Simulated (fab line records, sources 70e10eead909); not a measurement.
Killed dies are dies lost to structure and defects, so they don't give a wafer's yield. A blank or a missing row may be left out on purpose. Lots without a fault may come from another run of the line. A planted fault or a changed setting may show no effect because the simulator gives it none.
fab line records | flow nand_harc | part 1 of 2: steps 1 to 27 of 38
record lots=5 wafers=15 last_day=31
route steps=1302 shown P_GATE@151
lots that met no fault: from a run of the same line without faults
start_h: hours from the record's first day to the start of the lot's first wafer shown | wait_h: hours since the lot's step before | " the same as in the row above | L1.1+2: a row that stands for several wafers | - no value, or no start given | * or withheld: withheld | < > ~ a bound
route shown NAME@n: a module of which the file shows steps, and the number in the route of the first | usual: mean/standard deviation of fault-free wafers | same: alike in all rows | chamber/n: place in a boat | sites: the reading at each site | _std_site: their standard deviation | _edge_site: outer sites' mean less inner sites' | radius_mm: how far each site lies from the wafer's centre | mask NAME#n: copy n | behind: the tool/chamber that last shaped the wafer | hold: why the lot was held/for how many hours/how that ended | device: the transistor (n, p or np) that didn't switch | end of line: the same wafers' tests at the end of the route | a step without rows: its recipe alone | killed: dies lost to structure and defects at the first sort, not the wafer's yield | map: a wafer's dies, x killed, . not, _ none there
set.NAME: the setting as run; set.NAME@STEP: as run at that earlier step | model.NAME: the simulator's own value behind a step, which no gauge read
lots at some steps of the route; a table a step, a row a wafer
services: from which hour (start_h, from the record's first day; less than 0 if before it) a tool's chamber was out of use, for how many hours, and why
## steps
# step NHARC_P_GATE_CD_MEAS_33
# usual cd_nm=120.1/2.3
# columns lot.wafer tool chamber start_h wait_h cd_nm
L082.1 cd_sem-01 - 180.02 - 122.8
L082.2 " - " " 119.1
L082.3 " - " " 121.8
L084.1 cd_sem-01 - 199.27 - 118.9
L084.4 " - " " 122.6
L084.5 " - " " 119.3
L085.1 cd_sem-01 - 205.90 - 122.1
L085.2 " - " " 122.3
L085.3 " - " " 123.4
L088.1 cd_sem-02 - 241.75 - 116.2
L088.3 " - " " 120.0
L088.6 " - " " 118.5
L092.1 cd_sem-02 - 281.17 0.2 126.1
L092.2 " - " " 117.6
L092.5 " - " " 118.2
# step NHARC_P_GATE_STRIP_35
# recipe time_s=600 temp_c=130 chemistry=SPM
# columns lot.wafer tool chamber start_h wait_h
L082.3+2+1 wet_bench-03 5,6,7 180.12 0.1
L084.4+5+1 wet_bench-03 4,5,6 199.38 0.1
L085.2+1+3 wet_bench-09 7,0,1 206.00 0.1
L088.6+3+1 wet_bench-09 0,4,5 241.83 0.1
L092.2+5+1 wet_bench-09 6,7,3 281.25 0.1
# step NHARC_P_GATE_PRECLEAN_73
# recipe time_s=* temp_c=50 bath_age_min=0 chemistry=SC1
# columns lot.wafer tool chamber start_h wait_h
L082.3+2+1 wet_bench-03 5,6,7 - -
L084.4+5+1 wet_bench-03 4,5,6 - -
L085.2+1+3 wet_bench-09 7,0,1 - -
L088.6+3+1 wet_bench-09 0,4,5 - -
L092.2+5+1 wet_bench-09 6,7,3 - -
# step NHARC_P_GATE_SRD_74
# columns lot.wafer tool chamber start_h wait_h
L082.3+2+1 wet_bench-03 5,6,7 - -
L084.4+5+1 wet_bench-03 4,5,6 - -
L085.2+1+3 wet_bench-09 7,0,1 - -
L088.6+3+1 wet_bench-09 0,4,5 - -
L092.2+5+1 wet_bench-09 6,7,3 - -
# step NHARC_P_GATE_ALD_36
# recipe target_thk_a=200 pulse_time_s=60 ald_cycles=223 temp_c=400 material=SiNx
# usual heater_power_w=835/74 precursor_pulse_height_rel=1.002/0.018
# same pulse_time_s=60
# columns lot.wafer tool chamber start_h wait_h heater_power_w precursor_pulse_height_rel
L082.1 ald_sin-02 1 181.53 - 700 1.003
L082.2 " 2 182.58 - 856 0.991
L082.3 " 3 183.64 - 815 0.976
L084.1 ald_sin-04 3 201.22 - 835 0.989
L084.5 " 3 205.48 - 835 0.952
L084.4 " 1 206.89 - 881 0.988
L085.2 ald_sin-03 2 206.36 - 803 1.021
L085.1 " 3 207.42 - 915 1.027
L085.3 " 1 209.54 - 712 1.037
L088.1 ald_sin-03 1 244.40 - 732 0.984
L088.3 " 2 245.46 - 838 1.010
L088.6 " 3 246.52 - 912 1.053
L092.2 ald_sin-02 3 281.63 - 820 1.010
L092.1 " 2 284.74 - 859 0.998
L092.5 " 0 286.81 - 873 1.012
# step NHARC_P_GATE_ETCHBACK_37
# recipe target_depth_a=345 time_s=17.2 chf3_flow_sccm=50 o2_flow_sccm=10 ar_flow_sccm=200 rf_w=500 bias_w=200 chemistry=CHF3/O2
# usual drypump_motor_current_A=5.6/0.44 oes_product_au=0.95/0.033 rf_vpp_V=368.6/1.7 showerhead_plenum_p_Torr=2.30/0.066 throttle_valve_pct=20.572/0.0084
# columns lot.wafer tool chamber start_h wait_h drypump_motor_current_A oes_product_au rf_hours_counter_h rf_vpp_V showerhead_plenum_p_Torr throttle_valve_pct
L082.2 rie_diel-09 3 - - 5.1 0.99 1.9 369.6 2.39 20.572
L082.3 " 0 " " 5.5 1.01 1.8 370.9 2.48 20.577
L082.1 " 1 " " 5.8 1.00 2.7 369.9 2.30 20.568
L084.4 rie_diel-09 3 - - 5.1 0.91 3.0 371.0 2.39 20.579
L084.1 " 1 " " 5.8 0.93 4.1 367.5 2.30 20.575
L084.5 " 2 " " 5.7 0.92 - 369.4 2.33 20.562
L085.2 rie_diel-05 3 - - 4.8 0.96 8.4 369.4 2.31 20.579
L085.3 " 1 " " 6.4 0.98 8.6 367.6 2.31 20.572
L085.1 " 2 " " 5.2 0.96 9.0 369.3 2.26 20.563
L088.1 rie_diel-05 0 - - 5.3 0.97 0.0 367.9 2.25 20.548
L088.3 " 1 " " 6.4 0.96 0.1 367.9 2.31 20.573
L088.6 " 0 " " 5.3 0.97 - 367.1 2.25 20.571
L092.1 rie_diel-08 0 - - 5.9 1.00 5.0 367.7 2.24 20.589
L092.2 " 1 " " 6.1 0.99 5.2 367.8 2.28 20.574
L092.5 " 1 " " 6.1 1.00 - 367.9 2.28 20.581
# step NHARC_P_GATE_STRIP_101
# recipe time_s=20 o2_flow_sccm=500 ar_flow_sccm=0 bias_w=0 chemistry=O2
# usual drypump_motor_current_A=5.6/0.43 oes_product_au=0.999/0.0089 rf_vpp_V=57.4/0.88 showerhead_plenum_p_Torr=3.39/0.095 throttle_valve_pct=17.037/0.0083
# columns lot.wafer tool chamber start_h wait_h drypump_motor_current_A oes_product_au rf_hours_counter_h rf_vpp_V showerhead_plenum_p_Torr throttle_valve_pct
L082.3 rie_diel-09 0 190.06 0.1 5.5 0.998 1.8 58.9 3.64 17.043
L082.2 " 1 " " 5.8 1.002 2.7 58.1 3.38 17.028
L082.1 " 3 " " 5.1 0.992 1.9 57.5 3.51 17.032
L084.4 rie_diel-09 1 211.58 0.1 5.8 0.999 4.1 57.1 3.38 17.042
L084.1 " 2 " " 5.7 0.993 4.2 58.0 3.43 17.041
L084.5 " 2 " " 5.7 0.993 - 59.5 3.43 17.031
L085.1 rie_diel-05 3 216.00 0.1 4.8 0.990 8.4 58.0 3.40 17.033
L085.2 " 1 " " 6.5 1.018 8.6 56.2 3.40 17.034
L085.3 " 2 " " 5.2 1.005 9.0 58.6 3.33 17.038
L088.3 rie_diel-05 3 251.92 0.1 4.9 0.995 0.1 58.0 3.40 17.013
L088.1 " 0 " " 5.3 1.005 0.0 57.4 3.31 17.027
L088.6 " 0 " " 5.3 1.005 - 55.9 3.31 17.029
L092.1 rie_diel-08 3 291.12 0.1 5.4 0.991 4.6 57.1 3.32 17.044
L092.2 " 2 " " 5.9 1.006 4.5 56.3 3.31 17.056
L092.5 " 3 " " 5.4 0.991 - 57.0 3.32 17.035
# step NHARC_P_GATE_PRECLEAN_97
# recipe time_s=600 temp_c=120 chemistry=SPM
# columns lot.wafer tool chamber start_h wait_h
L082.3+2+1 wet_bench-09 0,1,3 190.17 -
L084.1+5+4 wet_bench-09 5,7,2 211.68 -
L085.3+2+1 wet_bench-05 1,4,5 216.09 -
L088.3+1+6 wet_bench-05 7,3,4 252.02 -
L092.1+5+2 wet_bench-05 7,0,1 291.22 -
# step NHARC_P_GATE_SRD_98
# columns lot.wafer tool chamber start_h wait_h
L082.3+2+1 wet_bench-09 0,1,3 - -
L084.1+5+4 wet_bench-09 5,7,2 - -
L085.3+2+1 wet_bench-05 1,4,5 - -
L088.3+1+6 wet_bench-05 7,3,4 - -
L092.1+5+2 wet_bench-05 7,0,1 - -
# step NHARC_P_GATE_PRECLEAN_99
# recipe time_s=* temp_c=50 bath_age_min=0 chemistry=SC1
# columns lot.wafer tool chamber start_h wait_h
L082.3+2+1 wet_bench-09 0,1,3 - -
L084.1+5+4 wet_bench-09 5,7,2 - -
L085.3+2+1 wet_bench-05 1,4,5 - -
L088.3+1+6 wet_bench-05 7,3,4 - -
L092.1+5+2 wet_bench-05 7,0,1 - -
# step NHARC_P_GATE_SRD_100
# columns lot.wafer tool chamber start_h wait_h
L082.3+2+1 wet_bench-09 0,1,3 - -
L084.1+5+4 wet_bench-09 5,7,2 - -
L085.3+2+1 wet_bench-05 1,4,5 - -
L088.3+1+6 wet_bench-05 7,3,4 - -
L092.1+5+2 wet_bench-05 7,0,1 - -
# step NHARC_P_GATE_DEHYDRATE_38
# recipe temp_c=150 time_s=120
# usual chill_plate_temp_C=23.00/0.11
# columns lot.wafer tool chamber start_h wait_h chill_plate_temp_C
L082.1 litho_track-02 0 190.56 - 23.09
L082.2 " 0 " " 23.27
L082.3 " 0 " " 23.09
L084.1 litho_track-03 0 212.07 - 23.14
L084.4 " 0 " " 22.98
L084.5 " 0 " " 22.98
L085.1 litho_track-02 0 216.49 - 22.97
L085.2 " 0 " " 23.01
L085.3 " 0 " " 22.86
L088.1 litho_track-03 0 252.41 - 23.31
L088.3 " 0 " " 23.06
L088.6 " 0 " " 23.12
L092.1 litho_track-02 0 291.61 - 22.84
L092.2 " 0 " " 22.73
L092.5 " 0 " " 22.90
# step NHARC_P_GATE_HMDS_39
# recipe time_s=30
# usual chill_plate_temp_C=23.00/0.1
# columns lot.wafer tool chamber start_h wait_h chill_plate_temp_C
L082.1 litho_track-02 0 - - 22.86
L082.2 " 0 " " 23.01
L082.3 " 0 " " 22.75
L084.1 litho_track-03 0 - - 23.07
L084.4 " 0 " " 22.85
L084.5 " 0 " " 22.94
L085.1 litho_track-02 0 - - 23.00
L085.2 " 0 " " 22.95
L085.3 " 0 " " 23.10
L088.1 litho_track-03 0 - - 22.96
L088.3 " 0 " " 22.89
L088.6 " 0 " " 22.96
L092.1 litho_track-02 0 - - 23.06
L092.2 " 0 " " 23.02
L092.5 " 0 " " 23.00
# step NHARC_P_GATE_COAT_40
# recipe spin_rpm=3000
# usual chill_plate_temp_C=23.00/0.097
# columns lot.wafer tool chamber start_h wait_h chill_plate_temp_C
L082.1 litho_track-02 0 - - 23.10
L082.2 " 0 " " 23.01
L082.3 " 0 " " 22.84
L084.1 litho_track-03 0 - - 22.92
L084.4 " 0 " " 22.98
L084.5 " 0 " " 22.89
L085.1 litho_track-02 0 - - 22.96
L085.2 " 0 " " 23.04
L085.3 " 0 " " 23.01
L088.1 litho_track-03 0 - - 22.89
L088.3 " 0 " " 23.00
L088.6 " 0 " " 22.89
L092.1 litho_track-02 0 - - 22.85
L092.2 " 0 " " 22.97
L092.5 " 0 " " 22.96
# step NHARC_P_GATE_SOFTBAKE_41
# recipe temp_c=122 time_s=95
# usual chill_plate_temp_C=23.02/0.11
# columns lot.wafer tool chamber start_h wait_h chill_plate_temp_C
L082.1 litho_track-02 0 - - 22.99
L082.2 " 0 " " 23.12
L082.3 " 0 " " 22.89
L084.1 litho_track-03 0 - - 23.19
L084.4 " 0 " " 23.00
L084.5 " 0 " " 23.16
L085.1 litho_track-02 0 - - 23.21
L085.2 " 0 " " 23.13
L085.3 " 0 " " 23.08
L088.1 litho_track-03 0 - - 23.01
L088.3 " 0 " " 22.99
L088.6 " 0 " " 23.00
L092.1 litho_track-02 0 - - 22.98
L092.2 " 0 " " 22.90
L092.5 " 0 " " 23.10
# step NHARC_P_GATE_EBR_42
# usual chill_plate_temp_C=22.97/0.11
# columns lot.wafer tool chamber start_h wait_h chill_plate_temp_C
L082.1 litho_track-02 0 - - 23.18
L082.2 " 0 " " 22.81
L082.3 " 0 " " 22.95
L084.1 litho_track-03 0 - - 22.85
L084.4 " 0 " " 22.85
L084.5 " 0 " " 22.76
L085.1 litho_track-02 0 - - 22.95
L085.2 " 0 " " 22.90
L085.3 " 0 " " 22.98
L088.1 litho_track-03 0 - - 22.99
L088.3 " 0 " " 23.10
L088.6 " 0 " " 23.04
L092.1 litho_track-02 0 - - 22.89
L092.2 " 0 " " 22.96
L092.5 " 0 " " 23.04
# step NHARC_P_GATE_EXPOSE_43
# recipe na=0.6 target_cd_nm=720 dose_mj=14.81 mask_id=P_NSD
# columns lot.wafer tool chamber start_h wait_h mask
L082.1+2+3 krf_scanner-03 0 190.70 - P_NSD#0
L084.1+4+5 krf_scanner-02 0 212.34 - P_NSD#0
L085.1+2+3 krf_scanner-02 0 216.63 - P_NSD#0
L088.1+3+6 krf_scanner-02 0 252.56 - P_NSD#0
L092.1+2+5 krf_scanner-03 0 291.88 - P_NSD#0
# step NHARC_P_GATE_PEB_44
# recipe peb_temp_c=118 peb_time_s=85
# usual chill_plate_temp_C=22.99/0.1
# columns lot.wafer tool chamber start_h wait_h chill_plate_temp_C
L082.1 litho_track-02 0 190.77 0.1 23.16
L082.2 " 0 " " 23.00
L082.3 " 0 " " 22.98
L084.1 litho_track-02 0 212.41 0.1 23.06
L084.4 " 0 " " 23.08
L084.5 " 0 " " 23.17
L085.1 litho_track-05 0 216.70 0.1 23.01
L085.2 " 0 " " 22.86
L085.3 " 0 " " 22.84
L088.1 litho_track-03 0 252.62 0.1 23.02
L088.3 " 0 " " 23.11
L088.6 " 0 " " 23.13
L092.1 litho_track-03 0 291.95 0.1 22.78
L092.2 " 0 " " 22.87
L092.5 " 0 " " 22.89
# step NHARC_P_GATE_DEVELOP_45
# recipe time_s=70
# usual chill_plate_temp_C=23.01/0.099
# columns lot.wafer tool chamber start_h wait_h chill_plate_temp_C
L082.1 litho_track-02 0 - - 23.16
L082.2 " 0 " " 23.01
L082.3 " 0 " " 23.03
L084.1 litho_track-02 0 - - 23.07
L084.4 " 0 " " 23.02
L084.5 " 0 " " 22.99
L085.1 litho_track-05 0 - - 23.11
L085.2 " 0 " " 23.03
L085.3 " 0 " " 23.02
L088.1 litho_track-03 0 - - 22.99
L088.3 " 0 " " 22.97
L088.6 " 0 " " 22.98
L092.1 litho_track-03 0 - - 23.02
L092.2 " 0 " " 23.02
L092.5 " 0 " " 23.00
# step NHARC_P_GATE_CD_MEAS_46
# recipe target_cd_nm=720 landing_energy_ev=500
# usual cd_nm=719.0/1.8
# columns lot.wafer tool chamber start_h wait_h cd_nm
L082.1 cd_sem-03 0 190.86 - 719.2
L082.2 " 0 " " 720.9
L082.3 " 0 " " 721.2
L084.1 cd_sem-01 0 212.50 - 719.7
L084.4 " 0 " " 720.5
L084.5 " 0 " " 719.8
L085.1 cd_sem-02 0 216.79 - 721.9
L085.2 " 0 " " 721.1
L085.3 " 0 " " 718.5
L088.1 cd_sem-01 0 252.71 - 720.1
L088.3 " 0 " " 718.5
L088.6 " 0 " " 717.2
L092.1 cd_sem-03 0 292.04 - 717.8
L092.2 " 0 " " 720.7
L092.5 " 0 " " 717.1
# step NHARC_P_GATE_HARDBAKE_47
# recipe temp_c=125 time_s=80
# usual chill_plate_temp_C=22.99/0.11
# columns lot.wafer tool chamber start_h wait_h chill_plate_temp_C
L082.1 litho_track-05 0 190.94 - 23.03
L082.2 " 0 " " 23.00
L082.3 " 0 " " 23.16
L084.1 litho_track-03 0 212.58 - 23.08
L084.4 " 0 " " 22.92
L084.5 " 0 " " 23.03
L085.1 litho_track-03 0 216.87 - 22.90
L085.2 " 0 " " 23.07
L085.3 " 0 " " 23.00
L088.1 litho_track-03 0 252.79 - 23.09
L088.3 " 0 " " 23.31
L088.6 " 0 " " 23.14
L092.1 litho_track-02 0 292.12 - 22.78
L092.2 " 0 " " 22.86
L092.5 " 0 " " 22.87
# step NHARC_P_GATE_DESCUM_48
# recipe time_s=3 o2_flow_sccm=200 ar_flow_sccm=0 bias_power_w=0 chemistry=O2
# usual drypump_motor_current_A=5.6/0.47 oes_product_au=1.002/0.0099 rf_vpp_V=57.4/0.85 showerhead_plenum_p_Torr=1.83/0.054 throttle_valve_pct=11.310/0.0096
# same bias_power_w=0
# columns lot.wafer tool chamber start_h wait_h drypump_motor_current_A oes_product_au rf_hours_counter_h rf_vpp_V showerhead_plenum_p_Torr throttle_valve_pct
L082.3 rie_diel-05 2 191.02 - 5.2 1.032 8.5 56.3 1.80 11.306
L082.2 " 3 " " 4.9 0.989 7.9 57.7 1.84 11.299
L082.1 " 0 " " 5.3 0.999 8.6 58.5 1.79 11.304
L084.4 rie_diel-09 0 212.66 - 5.5 0.996 3.0 58.5 1.98 11.318
L084.1 " 3 " " 5.1 0.984 3.0 57.8 1.90 11.303
L084.5 " 1 " " 5.7 0.998 - 58.0 1.83 11.305
L085.1 rie_diel-05 0 216.96 - 5.3 1.004 9.0 57.6 1.79 11.304
L085.2 " 1 " " 6.4 1.020 8.6 56.6 1.84 11.306
L085.3 " 2 " " 5.2 1.003 9.0 57.2 1.80 11.322
L088.1 rie_diel-09 2 252.88 - 5.7 1.007 6.6 57.1 1.86 11.296
L088.3 " 3 " " 5.0 1.007 5.5 57.2 1.90 11.320
L088.6 " 2 " " 5.7 1.015 - 56.5 1.86 11.318
L092.2 rie_diel-05 2 292.21 - 5.2 1.013 2.0 56.6 1.80 11.305
L092.1 " 0 " " 5.3 1.003 1.5 57.0 1.79 11.313
L092.5 " 1 " " 6.4 1.010 - 57.4 1.84 11.309
# step NHARC_P_GATE_IMPLANT_49
# recipe energy_kev=30 dose_cm2=3e+15 tilt_deg=7
# usual dose_ions_cm2=3.001e+15/3.3e+12
# same implant_ion_amu=75
# columns lot.wafer tool chamber start_h wait_h dose_ions_cm2
L082.1 implanter-02 0 191.17 0.1 3.009e+15
L082.2 " 0 " " 3.005e+15
L082.3 " 0 " " 3.008e+15
L084.1 implanter-02 0 212.81 0.1 2.996e+15
L084.4 " 0 " " 2.994e+15
L084.5 " 0 " " 2.998e+15
L085.1 implanter-01 0 217.10 0.1 3e+15
L085.2 " 0 " " 3.001e+15
L085.3 " 0 " " 3.003e+15
L088.1 implanter-01 0 253.02 0.1 3.005e+15
L088.3 " 0 " " 3.001e+15
L088.6 " 0 " " 3.006e+15
L092.1 implanter-02 0 292.35 0.1 3.003e+15
L092.2 " 0 " " 3.001e+15
L092.5 " 0 " " 3.003e+15
# step NHARC_P_GATE_STRIP_111
# recipe power_w=1500 temp_c=110 time_s=250 chemistry=N2/H2
# usual drypump_motor_current_A=6.1/0.63 heater_power_w=87/4.4
# columns lot.wafer tool chamber start_h wait_h drypump_motor_current_A heater_power_w rf_hours_counter_h
L082.1 plasma_asher-02 0 191.57 0.3 6.4 89 24
L082.2 " 1 " " 6.7 93 24
L082.3 " 0 " " 6.4 88 -
L084.1 plasma_asher-02 0 213.03 0.2 6.4 89 28
L084.4 " 0 " " 6.3 90 -
L084.5 " 1 " " 6.7 94 -
L085.2 plasma_asher-02 0 217.32 0.2 6.3 88 28
L085.1 " 1 " " 6.7 94 28
L085.3 " 0 " " 6.4 89 -
L088.1 plasma_asher-01 0 253.25 0.2 6.2 83 16
L088.3 " 1 " " 5.1 83 -
L088.6 " 1 " " 5.1 81 -
L092.2 plasma_asher-01 0 292.57 0.2 6.3 86 26
L092.1 " 1 " " 5.1 80 26
L092.5 " 0 " " 6.3 86 -
# step NHARC_P_GATE_STRIP_75
# recipe power_w=1500 temp_c=250 chemistry=O2
# usual drypump_motor_current_A=6.1/0.63 heater_power_w=325/16
# columns lot.wafer tool chamber start_h wait_h drypump_motor_current_A heater_power_w rf_hours_counter_h
L082.1 plasma_asher-02 0 191.87 0.3 6.4 336 24
L082.2 " 1 " " 6.7 355 24
L082.3 " 0 " " 6.4 336 -
L084.1 plasma_asher-02 0 213.33 0.3 6.4 324 28
L084.4 " 0 " " 6.4 336 -
L084.5 " 1 " " 6.7 342 -
L085.2 plasma_asher-02 0 217.62 0.3 6.4 333 28
L085.1 " 1 " " 6.7 348 28
L085.3 " 0 " " 6.4 335 -
L088.1 plasma_asher-01 0 253.55 0.3 6.3 316 16
L088.3 " 1 " " 5.0 303 -
L088.6 " 1 " " 5.0 307 -
L092.2 plasma_asher-01 0 292.87 0.3 6.2 310 27
L092.1 " 1 " " 5.1 297 27
L092.5 " 0 " " 6.2 313 -
# step NHARC_P_GATE_STRIP_50
# recipe time_s=900 temp_c=130 chemistry=SPM
# columns lot.wafer tool chamber start_h wait_h
L082.3+2+1 wet_bench-05 7,0,2 192.04 0.1
L084.4+5+1 wet_bench-09 0,1,4 213.48 0.1
L085.3+1+2 wet_bench-09 6,1,2 217.77 0.1
L088.1+6+3 wet_bench-05 1,3,4 253.71 0.2
L092.5+1+2 wet_bench-09 7,0,3 293.03 0.1
# step NHARC_P_GATE_DEHYDRATE_51
# recipe temp_c=150 time_s=120
# usual chill_plate_temp_C=23.02/0.11
# columns lot.wafer tool chamber start_h wait_h chill_plate_temp_C
L082.1 litho_track-02 0 192.42 - 23.16
L082.2 " 0 " " 23.04
L082.3 " 0 " " 22.95
L084.1 litho_track-03 0 213.83 - 22.95
L084.4 " 0 " " 23.11
L084.5 " 0 " " 23.17
L085.1 litho_track-02 0 218.12 - 23.08
L085.2 " 0 " " 22.94
L085.3 " 0 " " 23.09
L088.1 litho_track-03 0 254.05 - 22.98
L088.3 " 0 " " 22.99
L088.6 " 0 " " 23.10
L092.1 litho_track-05 0 293.37 - 23.10
L092.2 " 0 " " 23.01
L092.5 " 0 " " 22.98
